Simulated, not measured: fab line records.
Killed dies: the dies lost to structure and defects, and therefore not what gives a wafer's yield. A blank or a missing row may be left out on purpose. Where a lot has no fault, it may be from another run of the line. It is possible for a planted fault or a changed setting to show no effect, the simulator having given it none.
fab line records	flow nand_harc
record: lots: 6	wafers: 18	last_day: 25
route steps=1159 shown P_GATE@126
lots with no fault: from the same line, run without faults
start_h: start of the lot's first displayed wafer, in hours after the record's first day	wait_h: hours since the lot's step before	" identical to the entry in the row above	L1.1+2: several wafers, shown together as one row	- either no value or no given start	* or withheld: withheld	< > ~ a bound
route shown NAME@n: a module of which the file shows steps, and the number in the route of the first	usual: mean and standard deviation over wafers with no fault	same: alike in all rows	chamber/n: place in a boat	sites: per-site readings	_std_site: the values' standard deviation	_edge_site: inner sites' mean taken away from outer sites' mean	radius_mm: for every site, how far away it sits from the centre of the wafer	mask NAME#n: copy n	behind: the last tool/chamber to shape the wafer	hold: reason for holding the lot/hours on hold/outcome of the hold	device: which transistor (n, p or np) failed to switch	end of line: the same wafers' tests at the end of the route	for a step that has no rows: nothing shown but its recipe	killed: the dies lost at the first sort to structure and to defects; this is not the yield of the wafer	map: per-die view of a wafer (x killed, . not killed, _ where there is no die)
set.NAME: the setting that was run; set.NAME@STEP: the one run at that earlier step	model.NAME: the simulator's own value behind a step, which no gauge read
lots at selected steps of the route; one table per step, one row per wafer
services: a tool's chamber out of use, with start hour (start_h, from the record's first day; less than 0 if before it), hours out, and reason
== steps ==
step: NHARC_P_GATE_STRIP_15
recipe: time_s: 780	temp_c: 130	chemistry: SPM
step: NHARC_P_GATE_PRECLEAN_71
recipe: time_s: *	temp_c: 50	bath_age_min: 0	chemistry: SC1
step: NHARC_P_GATE_SRD_72
step: NHARC_P_GATE_OXIDE_16
recipe: target_thk_a: 30	temp_c: 875	ox_time_s: 392	material: SiO2
step: NHARC_P_GATE_CVD_17
recipe: target_thk_a: 1500	temp_c: 620	time_s: 900	material: poly-Si
step: NHARC_P_GATE_HM_DEP_102
recipe: target_thk_a: 1200	temp_c: 400	material: aC
usual: throttle_valve_pct: 35.001/0.0086
lot.wafer	tool	chamber	start_h	wait_h	throttle_valve_pct
L616.1	acl_dep-02	0	118.07	3.8	35.009
L616.3	"	0	"	"	35.003
L616.4	"	0	"	"	34.992
L622.1	acl_dep-03	0	181.21	7.1	35.013
L622.3	"	0	"	"	34.989
L622.5	"	0	"	"	34.987
L629.1	acl_dep-02	0	193.57	0.4	34.993
L629.5	"	0	"	"	35.001
L629.6	"	0	"	"	34.999
L626.2	acl_dep-03	0	193.61	0.5	35.010
L626.4	"	0	"	"	35.001
L626.5	"	0	"	"	34.999
L630.1	acl_dep-02	0	194.21	1.1	35.009
L630.3	"	0	"	"	34.998
L630.6	"	0	"	"	34.998
L633.2	acl_dep-02	0	213.73	0.5	35.001
L633.3	"	0	"	"	35.003
L633.6	"	0	"	"	34.989
step: NHARC_P_GATE_DEP_103
recipe: target_thk_a: 300	target_thk_nm: 30	temp_c: 400	flow_sccm: 200	rf_w: 350	material: SiON
usual: heater_power_w: 726/90
lot.wafer	tool	chamber	start_h	wait_h	heater_power_w
L616.1	pecvd-04	1	118.74	0.6	651
L616.3	"	1	"	"	667
L616.4	"	2	"	"	737
L622.1	pecvd-01	0	181.88	0.6	917
L622.3	"	0	"	"	875
L622.5	"	0	"	"	880
L626.2	pecvd-04	0	194.23	0.5	711
L626.4	"	2	"	"	792
L626.5	"	0	"	"	567
L629.1	pecvd-02	0	194.26	0.6	731
L629.6	"	2	"	"	814
L629.5	"	1	"	"	616
L630.3	pecvd-02	2	194.90	0.4	850
L630.1	"	0	"	"	729
L630.6	"	1	"	"	601
L633.3	pecvd-02	1	214.28	0.3	596
L633.2	"	0	"	"	714
L633.6	"	2	"	"	730
step: NHARC_P_GATE_DEHYDRATE_18
recipe: temp_c: 150	time_s: 120
step: NHARC_P_GATE_HMDS_19
recipe: time_s: 30
step: NHARC_P_GATE_COAT_20
recipe: spin_rpm: 1500	resist_thk_nm: 90
step: NHARC_P_GATE_SOFTBAKE_21
recipe: temp_c: 105	time_s: 55
step: NHARC_P_GATE_EBR_22
step: NHARC_P_GATE_EXPOSE_23
recipe: na: 1.35	target_cd_nm: 120	dose_mj: 93.91	mask_id: P_GATE
usual: reticle_temp_C: 23.00/0.097	stage_vel_mm_s: 499.98/0.25
same: na: 1.35
lot.wafer	tool	chamber	start_h	wait_h	mask	reticle_temp_C	stage_vel_mm_s
L616.1	arfi_scanner-02	0	119.37	-	P_GATE#0	22.95	499.78
L616.3	"	0	"	"	P_GATE#0	22.98	499.96
L616.4	"	0	"	"	P_GATE#0	22.87	500.01
L622.1	arfi_scanner-03	0	182.38	-	P_GATE#0	22.83	499.74
L622.3	"	0	"	"	P_GATE#0	22.89	500.04
L622.5	"	0	"	"	P_GATE#0	22.84	499.77
L626.2	arfi_scanner-01	0	194.72	-	P_GATE#0	22.94	500.09
L626.4	"	0	"	"	P_GATE#0	23.01	500.14
L626.5	"	0	"	"	P_GATE#0	23.06	500.17
L629.1	arfi_scanner-03	0	194.87	-	P_GATE#0	23.08	500.20
L629.5	"	0	"	"	P_GATE#0	22.92	500.27
L629.6	"	0	"	"	P_GATE#0	22.96	500.55
L630.1	arfi_scanner-03	0	195.53	-	P_GATE#0	23.19	499.84
L630.3	"	0	"	"	P_GATE#0	23.03	499.40
L630.6	"	0	"	"	P_GATE#0	23.12	499.70
L633.2	arfi_scanner-02	0	214.82	-	P_GATE#0	23.11	500.25
L633.3	"	0	"	"	P_GATE#0	22.87	500.06
L633.6	"	0	"	"	P_GATE#0	22.98	500.32
step: NHARC_P_GATE_PEB_24
recipe: peb_temp_c: 100	peb_time_s: 65
step: NHARC_P_GATE_DEVELOP_25
recipe: develop_time_s: 35	dev_temp_c: 23
step: NHARC_P_GATE_CD_MEAS_26
recipe: target_cd_nm: 120	landing_energy_ev: 500
usual: cd_nm: 119.9/0.57
lot.wafer	tool	chamber	start_h	wait_h	cd_nm
L616.1	cd_sem-03	0	119.51	-	120.8
L616.3	"	0	"	"	120.0
L616.4	"	0	"	"	120.8
L622.1	cd_sem-03	0	182.52	-	119.1
L622.3	"	0	"	"	120.0
L622.5	"	0	"	"	119.3
L626.2	cd_sem-02	0	194.85	-	120.0
L626.4	"	0	"	"	119.7
L626.5	"	0	"	"	120.1
L629.1	cd_sem-02	0	195.01	-	115.0
L629.5	"	0	"	"	103.2
L629.6	"	0	"	"	111.3
L630.1	cd_sem-03	0	195.67	-	107.6
L630.3	"	0	"	"	113.2
L630.6	"	0	"	"	111.0
L633.2	cd_sem-03	0	214.96	-	120.4
L633.3	"	0	"	"	118.7
L633.6	"	0	"	"	119.8
step: NHARC_P_GATE_OVL_MEAS_27
usual: overlay_x_nm: 0.1/0.78	overlay_y_nm: 0.0/0.84
lot.wafer	tool	chamber	start_h	wait_h	overlay_x_nm	overlay_y_nm
L616.1	overlay-01	-	119.59	-	0.6	1.1
L616.3	"	-	"	"	0.8	1.8
L616.4	"	-	"	"	0.4	1.1
L622.1	overlay-02	-	182.61	-	-0.4	-0.2
L622.3	"	-	"	"	-0.9	0.7
L622.5	"	-	"	"	-1.1	0.5
L626.2	overlay-01	-	194.94	-	-0.5	-1.2
L626.4	"	-	"	"	-0.2	-1.3
L626.5	"	-	"	"	-0.1	-1.0
L629.1	overlay-02	-	195.09	-	1.1	0.1
L629.5	"	-	"	"	0.9	-0.1
L629.6	"	-	"	"	1.4	0.1
L630.1	overlay-01	-	195.76	-	0.6	-0.8
L630.3	"	-	"	"	0.1	-1.1
L630.6	"	-	"	"	0.5	-1.4
L633.2	overlay-01	-	215.05	-	-1.6	-0.4
L633.3	"	-	"	"	-1.8	-0.2
L633.6	"	-	"	"	-0.8	0.0
step: NHARC_P_GATE_INSPECT_28
usual: raw_defect_count: 6/3.7
lot.wafer	tool	chamber	start_h	wait_h	raw_defect_count
L616.1	defect_inspect-02	-	119.63	0.0	5
L616.3	"	-	"	"	7
L616.4	"	-	"	"	1
L622.1	defect_inspect-02	-	182.64	0.0	7
L622.3	"	-	"	"	3
L622.5	"	-	"	"	5
L626.2	defect_inspect-01	-	194.98	0.0	4
L626.4	"	-	"	"	2
L626.5	"	-	"	"	3
L629.1	defect_inspect-02	-	195.13	0.0	7
L629.5	"	-	"	"	6
L629.6	"	-	"	"	8
L630.1	defect_inspect-02	-	195.80	0.0	9
L630.3	"	-	"	"	4
L630.6	"	-	"	"	7
L633.2	defect_inspect-02	-	215.09	0.0	4
L633.3	"	-	"	"	7
L633.6	"	-	"	"	7
step: NHARC_P_GATE_DESCUM_31
recipe: time_s: 3	o2_flow_sccm: 200	ar_flow_sccm: 0	bias_power_w: 0	chemistry: O2
usual: drypump_motor_current_A: 5.6/0.48	oes_product_au: 1.005/0.0097	rf_vpp_V: 57.6/0.86	showerhead_plenum_p_Torr: 1.89/0.09	throttle_valve_pct: 11.312/0.0092
same: time_s: 3
lot.wafer	tool	chamber	start_h	wait_h	drypump_motor_current_A	oes_product_au	rf_hours_counter_h	rf_vpp_V	showerhead_plenum_p_Torr	throttle_valve_pct	model.P_GATE.cd_nm
L616.3	rie_diel-13	1	119.69	0.1	6.0	1.005	2	59.6	1.95	11.317	119.9
L616.1	"	3	"	"	5.6	1.007	2	58.9	2.00	11.318	121
L616.4	"	0	"	"	5.1	0.997	2	57.9	1.83	11.299	120.4
L622.1	rie_diel-11	0	182.72	0.1	5.9	1.016	61	57.3	1.80	11.312	119.4
L622.3	"	1	"	"	6.4	1.003	59	55.8	1.88	11.314	119.9
L622.5	"	3	"	"	4.9	1.002	-	56.5	1.83	11.315	119.3
L626.4	rie_diel-13	0	195.15	0.2	5.1	1.004	13	57.4	1.82	11.304	120.1
L626.2	"	2	"	"	6.3	1.023	13	57.1	1.78	11.305	119.9
L626.5	"	0	"	"	5.1	1.000	-	57.5	1.82	11.318	120.4
L629.1	rie_diel-13	0	195.44	0.3	5.1	1.000	13	57.6	1.82	11.312	115.5
L629.5	"	2	"	"	6.2	1.018	-	58.1	1.78	11.309	102.9
L629.6	"	3	"	"	5.6	1.000	-	58.7	2.00	11.297	112.3
L630.1	rie_diel-13	1	196.28	0.5	6.1	1.005	14	56.6	1.95	11.316	107.2
L630.3	"	3	"	"	5.6	0.997	14	58.3	2.00	11.323	113.8
L630.6	"	2	"	"	6.2	1.027	-	58.1	1.77	11.320	110.1
L633.3	rie_diel-13	0	215.16	0.1	5.1	1.008	17	56.9	1.82	11.312	119.3
L633.2	"	1	"	"	6.1	1.003	17	58.1	1.94	11.323	120.1
L633.6	"	3	"	"	5.6	1.001	-	58.5	2.00	11.331	120.7
step: NHARC_P_GATE_ETCH_104
recipe: target_depth_a: 600	time_s: withheld	cf4_flow_sccm: 100	chf3_flow_sccm: 30	ar_flow_sccm: 0	rf_w: 500	bias_w: 200	chemistry: CF4/CHF3
usual: drypump_motor_current_A: 5.6/0.49	oes_product_au: 0.948/0.021	rf_vpp_V: 369.9/2.4	showerhead_plenum_p_Torr: 1.55/0.067	throttle_valve_pct: 16.804/0.0086
lot.wafer	tool	chamber	start_h	wait_h	drypump_motor_current_A	oes_product_au	rf_vpp_V	showerhead_plenum_p_Torr	throttle_valve_pct
L616.1	rie_diel-13	1	119.78	0.1	6.1	0.962	372.1	1.60	16.806
L616.4	"	2	"	"	6.2	0.980	367.5	1.47	16.792
L616.3	"	3	"	"	5.6	0.987	373.1	1.64	16.796
L622.1	rie_diel-11	2	182.79	0.1	6.0	0.960	369.5	1.56	16.796
L622.3	"	3	"	"	4.8	0.927	368.4	1.51	16.800
L622.5	"	3	"	"	4.8	0.941	369.3	1.51	16.799
L626.4	rie_diel-13	0	195.48	0.3	5.1	0.928	369.1	1.50	16.799
L626.2	"	1	"	"	6.1	0.932	372.5	1.60	16.816
L626.5	"	1	"	"	6.0	0.933	372.0	1.60	16.796
L629.1	rie_diel-13	0	195.59	0.1	5.1	0.929	369.2	1.50	16.798
L629.5	"	3	"	"	5.6	0.933	374.3	1.64	16.797
L629.6	"	0	"	"	5.1	0.931	368.8	1.50	16.811
L630.3	rie_diel-13	0	196.54	0.2	5.1	0.923	368.6	1.50	16.797
L630.1	"	3	"	"	5.6	0.932	372.9	1.64	16.809
L630.6	"	0	"	"	5.1	0.923	367.8	1.50	16.810
L633.3	rie_diel-13	1	215.23	0.1	6.0	0.984	371.7	1.60	16.802
L633.2	"	0	"	"	5.1	0.986	369.3	1.50	16.807
L633.6	"	1	"	"	6.1	0.973	372.4	1.60	16.797
step: NHARC_P_GATE_HM_OPEN_105
recipe: target_depth_a: 3600	o2_flow_sccm: 400	cos_flow_sccm: 20	ar_flow_sccm: 0	rf_w: 500	bias_w: 300	chemistry: O2/COS
usual: cos_flow_sccm: 19.99/0.062	drypump_motor_current_A: 5.6/0.48	oes_product_au: 1.004/0.01	rf_vpp_V: 466.3/3	showerhead_plenum_p_Torr: 3.08/0.14	throttle_valve_pct: 28.330/0.01
lot.wafer	tool	chamber	start_h	wait_h	cos_flow_sccm	drypump_motor_current_A	oes_product_au	rf_hours_counter_h	rf_vpp_V	showerhead_plenum_p_Torr	throttle_valve_pct
L616.4	rie_diel-13	3	-	-	19.87	5.6	1.008	2	469.9	3.26	28.337
L616.1	"	0	"	"	20.09	5.1	0.997	2	465.6	2.99	28.327
L616.3	"	1	"	"	20.06	6.0	1.007	2	468.0	3.18	28.328
L622.1	rie_diel-11	1	-	-	20.00	6.4	0.986	59	467.1	3.07	28.332
L622.3	"	0	"	"	19.95	5.9	1.005	61	463.5	2.95	28.321
L622.5	"	2	"	"	19.98	6.0	1.007	-	466.6	3.10	28.325
L626.4	rie_diel-13	3	-	-	19.98	5.6	1.010	14	469.0	3.25	28.329
L626.2	"	1	"	"	19.97	6.0	1.008	13	466.7	3.17	28.323
L626.5	"	3	"	"	19.98	5.6	0.997	-	469.8	3.25	28.330
L629.1	rie_diel-13	0	-	-	20.03	5.1	1.003	14	463.9	2.98	28.326
L629.5	"	3	"	"	20.07	5.6	1.013	-	469.6	3.25	28.321
L629.6	"	0	"	"	19.96	5.1	0.999	-	464.1	2.98	28.323
L630.1	rie_diel-13	3	-	-	19.95	5.6	1.003	14	470.6	3.25	28.349
L630.3	"	2	"	"	19.99	6.2	1.018	14	461.5	2.91	28.328
L630.6	"	3	"	"	20.00	5.6	1.004	-	470.0	3.25	28.315
L633.3	rie_diel-13	3	-	-	20.00	5.6	1.007	17	469.3	3.25	28.318
L633.2	"	2	"	"	20.03	6.2	1.017	17	462.5	2.91	28.338
L633.6	"	3	"	"	19.99	5.6	0.996	-	469.8	3.25	28.330
step: NHARC_P_GATE_STRIP_106
recipe: o2_flow_sccm: 400	cos_flow_sccm: 20	ar_flow_sccm: 0	bias_w: 0	chemistry: O2/COS
step: NHARC_P_GATE_ETCH_114
recipe: target_depth_a: 300	overetch_a: 30	time_s: 16.5	ion_energy_ev: 100	cf4_flow_sccm: 80	o2_flow_sccm: 20	ar_flow_sccm: 0	rf_w: 300	bias_w: 100	chemistry: CF4/O2
step: NHARC_P_GATE_ETCH_32
recipe: target_depth_a: 1500	over_etch_frac: 1	over_etch_ion_energy_ev: 40	time_s: 100.1	hbr_flow_sccm: 150	cl2_flow_sccm: 50	rf_w: 400	icp_w: 400	bias_w: 100	chemistry: HBr/Cl2
usual: drypump_motor_current_A: 5.4/0.41	oes_product_au: 1.000/0.011	throttle_valve_pct: 26.406/0.0094
same: time_s: 100.1
lot.wafer	tool	chamber	start_h	wait_h	drypump_motor_current_A	oes_product_au	rf_hours_counter_h	throttle_valve_pct	model.P_GATE.cd_nm
L616.4	rie_si-01	3	120.15	-	5.8	1.014	1.4	26.428	121.6
L616.1	"	1	"	"	5.3	1.011	1.5	26.381	124.1
L616.3	"	2	"	"	5.4	1.016	1.5	26.422	128.2
L622.1	rie_si-02	1	183.27	-	6.1	1.017	1.4	26.405	116.3
L622.3	"	0	"	"	6.1	0.994	1.4	26.414	125.6
L622.5	"	1	"	"	6.2	1.011	-	26.416	120.3
L626.4	rie_si-01	3	196.49	-	5.7	1.008	0.5	26.408	118.8
L626.2	"	0	"	"	5.3	1.008	0.5	26.426	120.6
L626.5	"	2	"	"	5.4	1.012	-	26.408	119.9
L629.1	rie_si-04	2	196.69	-	5.4	0.988	0.8	26.392	115.3
L629.5	"	3	"	"	5.6	0.997	-	26.408	98.89
L629.6	"	0	"	"	4.6	0.977	-	26.396	114.9
L630.1	rie_si-01	1	197.27	-	5.3	1.010	0.6	26.382	104.4
L630.3	"	2	"	"	5.4	1.013	0.6	26.424	118.2
L630.6	"	2	"	"	5.3	1.014	-	26.391	110.9
L633.2	rie_si-04	3	215.86	-	5.6	0.995	1.3	26.401	118.8
L633.3	"	0	"	"	4.6	0.980	1.3	26.413	117.1
L633.6	"	3	"	"	5.6	0.999	-	26.410	115.6
step: NHARC_P_GATE_STRIP_108
recipe: o2_flow_sccm: 500	ar_flow_sccm: 0	bias_w: 0	chemistry: O2
usual: drypump_motor_current_A: 5.6/0.49	oes_product_au: 1.003/0.01	rf_vpp_V: 57.8/0.91	showerhead_plenum_p_Torr: 3.49/0.15	throttle_valve_pct: 17.035/0.0087
lot.wafer	tool	chamber	start_h	wait_h	drypump_motor_current_A	oes_product_au	rf_hours_counter_h	rf_vpp_V	showerhead_plenum_p_Torr	throttle_valve_pct
L616.1	rie_diel-13	0	120.31	-	5.1	1.012	2	58.6	3.38	17.047
L616.4	"	1	"	"	6.1	1.015	2	57.5	3.59	17.039
L616.3	"	2	"	"	6.2	1.026	2	58.2	3.30	17.024
L622.1	rie_diel-11	3	183.45	-	4.8	0.997	62	57.3	3.38	17.035
L622.3	"	0	"	"	5.9	1.016	61	57.3	3.33	17.022
L622.5	"	2	"	"	6.0	1.018	-	58.5	3.51	17.023
L626.2	rie_diel-08	2	196.71	-	4.8	0.990	23	59.2	3.73	17.023
L626.4	"	3	"	"	5.1	0.993	23	56.9	3.42	17.023
L626.5	"	2	"	"	4.8	0.991	-	58.6	3.73	17.038
L629.1	rie_diel-08	1	196.91	-	5.4	0.994	23	56.8	3.65	17.030
L629.5	"	2	"	"	4.9	1.003	-	59.3	3.73	17.035
L629.6	"	3	"	"	5.1	0.984	-	58.4	3.42	17.052
L630.1	rie_diel-08	3	197.43	-	5.1	1.010	23	58.0	3.42	17.016
L630.3	"	0	"	"	5.7	1.006	25	57.5	3.28	17.026
L630.6	"	0	"	"	5.7	1.014	-	56.6	3.28	17.037
L633.2	rie_diel-08	2	216.00	-	4.9	1.003	31	59.3	3.72	17.034
L633.3	"	3	"	"	5.1	1.002	31	59.6	3.42	17.039
L633.6	"	3	"	"	5.1	1.000	-	58.3	3.42	17.047
== services ==
tool	chamber	start_h	hours	kind
pecvd-01	1	96.05	20.6	repair
rie_si-04	-	99.00	9.0	pm
rie_diel-13	-	99.06	9.0	pm
rie_diel-13	0	99.06	9.0	vent_cycle
pecvd-04	0	114.95	3.9	repair
pecvd-02	1	117.41	11.5	repair
pecvd-04	1	124.76	10.0	repair
rie_diel-08	-	124.80	9.0	pm
rie_si-01	-	127.00	9.0	pm
rie_si-04	2	134.61	17.2	repair
arfi_scanner-03	-	140.00	4.0	pm
rie_diel-08	2	146.82	5.8	repair
rie_diel-08	3	149.11	11.9	repair
pecvd-02	-	153.00	13.0	pm
pecvd-01	1	169.24	20.4	repair
acl_dep-02	-	170.32	13.0	pm
rie_si-01	-	174.47	0.4	repair
pecvd-04	-	186.25	0.7	repair
rie_diel-11	-	190.89	9.0	pm
pecvd-04	-	195.01	13.0	pm
arfi_scanner-01	-	196.00	4.0	pm
rie_diel-08	0	199.78	14.0	repair
rie_si-01	3	199.82	1.2	repair
rie_si-02	-	211.00	9.0	pm
== key ==
first_sign: step: NHARC_P_GATE_CD_MEAS_26	reading: cd_nm	direction: down	sigmas: 17	usual: 119.9	struck: 110.2
effect none on later readings
model_effect: step: NHARC_P_GATE_DESCUM_31	value: P_GATE.cd_nm	without: 120.2	struck: 110.3
model_effect: step: NHARC_P_GATE_ETCH_32	value: P_GATE.cd_nm	without: 120.4	struck: 110.4
met_at NHARC_P_GATE_EXPOSE_23
struck_wafers L629.1,L629.5,L629.6,L630.1,L630.3,L630.6
sort_left_out L629.1,L629.5,L629.6,L630.1,L630.3,L630.6
tester_left_out L629,L630
onset_between 182.38 194.87
fault: kind: process_parameter_drift	tool: arfi_scanner-03	chamber: -	onset_h: 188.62	steps: NHARC_P_GATE_EXPOSE_23	channel: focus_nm	offset: 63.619	spread_by_wafer: 0.3	shape: step	end_h: 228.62
tester_left_out: of these lots the tester's yield and bins aren't shown, on N5 and GAA mostly nor the transistor test; their killed dies are dies lost to structure and defects alone, not to doping, threshold or leakage, so they don't give the yield
sort_left_out: the simulated sort isn't trusted on such a fault, so these wafers' sort isn't shown, and their yield isn't known
